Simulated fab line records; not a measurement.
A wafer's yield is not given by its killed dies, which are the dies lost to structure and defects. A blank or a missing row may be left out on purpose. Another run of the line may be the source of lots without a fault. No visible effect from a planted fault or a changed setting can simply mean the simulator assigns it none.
What tool caused it? | flow n5_finfet | 6 lots (18 wafers sampled), 1 step of a 1938-step route

== WHAT THE GAUGES SHOWED, per wafer ==
N5_BEOL_M13_OCD_MEAS_35.
lot  | measured     | on     | trench_depth_nm (nm)
L854 | day 11 14:37 | ocd-01 | 413 411 408
L856 | day 11 23:27 | ocd-02 | 416 413 419
L858 | day 14 16:13 | ocd-01 | 421 413 422
L868 | day 15 21:58 | ocd-01 | 416 418 415
L873 | day 17 14:57 | ocd-02 | 423 429 424
L876 | day 17 19:28 | ocd-02 | 414 417 423

== WHAT TOOL EACH LOT RAN ON (gives the tool, then ch and the chambers of the sampled wafers, and finally the start) ==
The record shows no process step preceding these readings.

== THE ANSWER, worked out from the rows above alone ==
Rule: what is usual is taken from the lots themselves. The widest of any qualifying gaps counts: lots, ordered by their means at a reading, are off when they make up no more than a third of the lots, leave a main group of 4 or more, and stand apart from it by 3 or more times the standard deviation of that group's means. A main group whose means are all the same, to the digits that the tables above print for the reading, isn't used. Also off: a lot with no number at a reading for which 4 or more lots have one. Where the step has rows for the other lots, those lots are counted as sound.
No lot is off at any reading shown: from this, nothing can be told.

== WHAT THE SIMULATOR HAD PUT IN ==
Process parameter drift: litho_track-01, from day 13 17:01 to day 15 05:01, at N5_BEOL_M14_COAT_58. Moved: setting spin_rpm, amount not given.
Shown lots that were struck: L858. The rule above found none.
